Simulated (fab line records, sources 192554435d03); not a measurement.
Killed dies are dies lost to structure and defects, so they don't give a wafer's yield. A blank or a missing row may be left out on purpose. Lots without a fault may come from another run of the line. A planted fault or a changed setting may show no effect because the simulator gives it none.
A struck lot beside a sound one | flow n5_finfet | 36 steps out of a route of 1938
Sound: wafers L582.2, L582.3, L582.5. Struck: wafers L571.2, L571.4, L571.5. The cause comes at the end.
At each step with rows: each side's tool, then ch and its chambers, then its first start. Under that, the readings that differ: sound wafers | struck wafers | difference of the means | sigmas: that difference in standard deviations of wafers without a fault.
alike: readings whose means differ by less than 2 such deviations, and words and numbers that are the same on both sides. not compared: withheld readings, readings that some wafer has no value for, bounds like >300 that may hide the same value, and numbers for which the record gives no deviation and whose values overlap.
The two part at a step that has a row with sigmas, a row that says differs or no value, or rows on one side only. Numbers that don't overlap but have no deviation are shown without sigmas and don't part them. A reading that every wafer of one side lacks parts them only if that side has two wafers or more.

first, 9 steps without rows for these wafers: N5_BEOL_M4_ANNEAL_95 (time 240 s); N5_BEOL_M4_SPUTTER_96 (material Cu, target thk 4.5 nm, time 8.29 s); N5_BEOL_M4_ECD_50 (material Cu, target thk 300 nm); N5_BEOL_M4_ANNEAL_51 (time 90 s); N5_BEOL_M4_CMP_52 (polishes, stops on SiOC, t overpolish 6.8 s, target thk 40 nm); N5_BEOL_M4_PRE_CLEAN_60 (time 15 s); N5_BEOL_M4_CO_CAP_55 (material Co, precursor CCTBA/H2, target thk 2 nm, time 102.1 s); N5_BEOL_M4_PRE_CLEAN_56 (time 15 s); N5_BEOL_M4_DEP_57 (deposits SiCN from 3MS/NH3, target thk 8 nm, time 14 s).
N5_BEOL_M4_RC_MEAS_101:
  sound on prober-01 ch 0, day 13 15:58; struck on prober-02 ch 0, day 10 14:51
  reading        | sound             | struck            | difference | sigmas
  DIBL_N (mV/V)  | 38.0 38.0 39.2    | 33.8 33.3 32.6    | -5.2       | -3
  DIBL_P (mV/V)  | 39.2 39.1 40.8    | 35.9 35.1 33.9    | -4.7       | -2
  IOFF_N (nA/um) | 0.164 0.172 0.197 | 0.128 0.130 0.117 | -0.053     | -3
  SS_P (mV/dec)  | 74.1 73.5 74.4    | 72.7 72.4 72.2    | -1.6       | -3
  alike: IOFF_P, ION_N, ION_P, SS_N, VT_N, VT_P
then, 24 steps without rows for these wafers: N5_BEOL_M5_ILD_DEP_00 (deposits SiCOH lowk from DEMS/porogen, target thk 140.64 nm, time 25.9 s); N5_BEOL_M5_CURE_79 (cures SiCOH lowk, time 240 s); N5_BEOL_M5_PECVD_70 (deposits SiO2 from TEOS/O2, target thk 16 nm, time 18 s); N5_BEOL_M5_HM_DEP_02 (deposits TiN, target thk 20 nm); N5_BEOL_M5_COAT_59 (time 60 s, resist thk 60 nm); N5_BEOL_M5_COAT_60 (time 60 s, resist thk 12 nm); N5_BEOL_M5_COAT_71 (time 60 s, resist thk 5 nm); N5_BEOL_M5_COAT_05 (resist thk 30 nm); N5_BEOL_M5_EBR_07; N5_BEOL_M5_SOFTBAKE_06 (time 60 s); N5_BEOL_M5_EXPOSE_08 (exposes mask M5, target cd 28 nm); N5_BEOL_M5_PEB_09 (peb time 60 s); N5_BEOL_M5_DEVELOP_10 (develop time 30 s); N5_BEOL_M5_DESCUM_16 (chemistry O2, time 7 s); N5_BEOL_M5_ETCH_72 (etches underlayer in N2/H2, target depth 6.5 nm, time 5.2 s); N5_BEOL_M5_ETCH_61 (etches SiARC in CF4, target depth 15.6 nm, time 26 s); N5_BEOL_M5_ETCH_62 (etches SOC in N2/H2, target depth 75 nm, overetch 15 nm, time 112.5 s); N5_BEOL_M5_STRIP_63 (strips in N2/H2); N5_BEOL_M5_STRIP_73 (strips in N2/H2); N5_BEOL_M5_STRIP_64 (strips in CF4); N5_BEOL_M5_HM_OPEN_17 (chemistry Cl2/BCl3, target TiN, target depth 20 nm, overetch 6 nm); N5_BEOL_M5_STRIP_19 (strips in O2); N5_BEOL_M5_COAT_65 (time 60 s, resist thk 60 nm); N5_BEOL_M5_COAT_66 (time 60 s, resist thk 12 nm).
N5_BEOL_M8_ETCH_41: etches SiCN in CH3F/O2, target depth 31.9 nm, time 57.8 s.
  sound on rie_diel-01 ch 0,2, day 15 05:25; struck on rie_diel-01 ch 0,1,2, day 11 22:01
  no value came back on the struck wafers for any of 9 readings (CH3F_flow_sccm (sccm), O2_flow_sccm (sccm) and others); on the sound wafers CH3F_flow_sccm (sccm) reads 29.90 29.94 29.93
  not compared: rf_hours_counter_h
-- the record jumps here: 3 days lie between the struck wafers' starts before and after (it left off in module BEOL_M8 and takes up again in module PASSIVATION, whose first step shown is number 1936 of the route) --
N5_PASSIVATION_PROBE_49:
  sound on prober-02, day 18 06:29; struck on prober-02, day 14 15:10
  reading                  | sound | struck         | difference | sigmas
  defect_limited_yield (%) | 91.5  | 0 0 0          | -92        | -65
  killed_at_M4_up          | 17    | 1108 1108 1080 | +1082      | +99 or more
  killed_dies              | 100   | 1180 1180 1180 | +1080      | +68
  killed_on_rim            | 11    | 152 152 152    | +141       | +35
  sort_bin_5_function (%)  | 4.5   | 97.4 97.1 95.1 | +92.0      | +95
  sort_n_pass              | 1080  | 0 0 0          | -1080      | -68
  sort_yield_pct (%)       | 91.5  | 0 0 0          | -92        | -65
  alike: killed_at_M0_to_M3, killed_at_contacts, killed_at_front_end, killed_at_other, killed_open, killed_short, sort_bin_6_memory

WHERE THEY PART
First at N5_BEOL_M4_RC_MEAS_101; last, within this record, at N5_PASSIVATION_PROBE_49.

WHY: what the simulator had put in
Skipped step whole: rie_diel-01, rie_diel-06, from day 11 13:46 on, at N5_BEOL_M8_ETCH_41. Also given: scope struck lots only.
